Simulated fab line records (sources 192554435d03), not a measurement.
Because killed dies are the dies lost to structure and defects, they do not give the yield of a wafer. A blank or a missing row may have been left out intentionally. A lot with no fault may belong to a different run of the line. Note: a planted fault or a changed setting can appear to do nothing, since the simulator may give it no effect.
A struck lot beside a sound one / flow n5 finfet / 26 steps out of a route of 1938
Sound: wafers L560.1, L560.2, L560.4. The struck wafers were L565.1, L565.3, L565.4. At the end, the cause is stated.
For every step that has rows: the tool of each side, followed by ch and its chambers, followed by its first start. Under that, the readings that differ: sound wafers / struck wafers / difference of the means / sigmas: that difference in standard deviations of wafers without a fault.
alike: readings with means less than 2 such deviations apart, plus words and numbers identical on both sides. not compared: withheld readings, readings lacking a value on some wafer, bounds such as >300 that could conceal the same value, and numbers that have no deviation in the record and whose values overlap.
The two part at a step that has a row with sigmas, a row that says differs or no value, or rows on one side only. When numbers do not overlap yet have no deviation, they are printed without sigmas and do not part them. A reading that every wafer of one side lacks parts them only if that side has two wafers or more.

first, 9 steps without rows for these wafers: N5_BEOL_M4_ILD_DEP_00 (deposits SiOC from DEMS/O2, target thk 79 nm, time 15.3 s); N5_BEOL_M4_PECVD_72 (deposits SiO2 from TEOS/O2, target thk 16 nm, time 18 s); N5_BEOL_M4_HM_DEP_02 (deposits TiN, target thk 20 nm); N5_BEOL_M4_COAT_61 (time 60 s, resist thk 60 nm); N5_BEOL_M4_COAT_62 (time 60 s, resist thk 12 nm); N5_BEOL_M4_COAT_73 (time 60 s, resist thk 5 nm); N5_BEOL_M4_COAT_05 (resist thk 30 nm); N5_BEOL_M4_EBR_07; N5_BEOL_M4_SOFTBAKE_06 (time 60 s).
N5_BEOL_M4_EXPOSE_08: exposes mask M4.
  sound on euv scanner-02 ch 0, day 10 10:55; struck on euv scanner-02 ch 0, day 12 02:02
reading=exposure dose mJ cm2; sound=42.2 42.2 42.2; struck=34.2 34.3 34.3; difference=-7.9; sigmas=-15
  alike: mask, stage msd nm
then, 2 steps without rows for these wafers: N5_BEOL_M4_PEB_09 (peb time 60 s); N5_BEOL_M4_DEVELOP_10 (develop time 30 s).
N5_BEOL_M4_CD_MEAS_11: the cd target is 16.79 nm.
  sound on cd sem-02 ch 0, day 10 11:03; struck on cd sem-02 ch 0, day 12 02:10
reading=cd nm (nm); sound=16.70 16.17 16.33; struck=11.64 11.92 11.35; difference=-4.76; sigmas=-19
then, 1 step without rows for these wafers: N5_BEOL_M4_DESCUM_16 (chemistry O2, time 7 s).
N5_BEOL_M4_ETCH_74: etches underlayer in N2/H2, target depth 6.5 nm, time 5.2 s.
  sound on rie diel-06 ch 0,1,3, day 10 11:13; struck on rie diel-03 ch 1,2,3, day 12 02:19
reading=model.BEOL_M4.cd offset nm (nm); sound=0 -0.4 -0.2; struck=-5.2 -5 -5.2; difference=-4.9; sigmas=
  alike: chamber pressure mTorr, drypump motor current A, etch rf on time s, oes product au, rf vpp V, showerhead plenum p Torr, throttle valve pct
  not compared: rf hours counter h
then, 5 steps without rows for these wafers: N5_BEOL_M4_ETCH_63 (etches SiARC in CF4, target depth 15.6 nm, time 26 s); N5_BEOL_M4_ETCH_64 (etches SOC in N2/H2, target depth 75 nm, overetch 22.5 nm, time 121.9 s); N5_BEOL_M4_STRIP_65 (strips in N2/H2); N5_BEOL_M4_STRIP_75 (strips in N2/H2); N5_BEOL_M4_STRIP_66 (strips in CF4).
N5_BEOL_M4_HM_OPEN_17: chemistry Cl2/BCl3, target TiN, target depth 20 nm, overetch 6 nm.
  sound on rie metal-03 ch 0,1, day 10 11:26; struck on rie metal-03 ch 0,1, day 12 02:32
reading=model.BEOL_M4.cd offset nm (nm); sound=0.4 -0.8 0.2; struck=-5.2 -5 -5; difference=-5.0; sigmas=
  alike: chamber pressure mTorr, drypump motor current A, oes product au, throttle valve pct
  not compared: rf hours counter h
then, 1 step without rows for these wafers: N5_BEOL_M4_STRIP_19 (strips in O2).
N5_BEOL_M4_CD_MEAS_18: pitch 36 nm, target cd 18 nm.
  sound on cd sem-03 at day 10 11:37; struck on cd sem-03 at day 12 02:43
reading=cd nm (nm); sound=18.0 17.3 18.1; struck=13.0 13.5 13.0; difference=-4.6; sigmas=-12
then, 1 step without rows for these wafers: N5_BEOL_M4_COAT_67 (time 60 s, resist thk 60 nm).
N5_BEOL_M4_RC_MEAS_101:
  the record has rows for the sound wafers here (prober-01 ch 0, day 10 19:08) and none for the struck ones
-- the record jumps here: 5 days lie between the struck wafers' starts before and after (it left off in module BEOL_M4 and takes up again in module PASSIVATION, whose first step shown is number 1936 of the route) --
N5_PASSIVATION_PROBE_49:
  sound on prober-02 at day 15 08:34; struck on prober-01 at day 16 20:09
reading=defect limited yield (%); sound=91.1; struck=0 0 0; difference=-91; sigmas=-61
reading=killed_at_M4_up; sound=7; struck=1086 1075 1070; difference=+1070; sigmas=+99 or more
reading=killed dies; sound=105; struck=1180 1180 1180; difference=+1075; sigmas=+63
reading=killed on rim; sound=18; struck=152 152 152; difference=+134; sigmas=+37
reading=sort n pass; sound=1075; struck=0 0 0; difference=-1075; sigmas=-63
reading=sort yield pct (%); sound=91.1; struck=0 0 0; difference=-91; sigmas=-61
  alike: killed_at_M0_to_M3, killed at contacts, killed at front end, killed at other, killed open, killed short, sort_bin_5_function, sort_bin_6_memory

## WHERE THEY PART
At N5_BEOL_M4_EXPOSE_08 first; at N5_PASSIVATION_PROBE_49 last (within this record only).

WHY: whatever the simulator had introduced
Process parameter drift: euv scanner-02, from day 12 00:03 on, at N5_BEOL_M4_EXPOSE_08. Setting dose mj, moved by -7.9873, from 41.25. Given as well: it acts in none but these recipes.
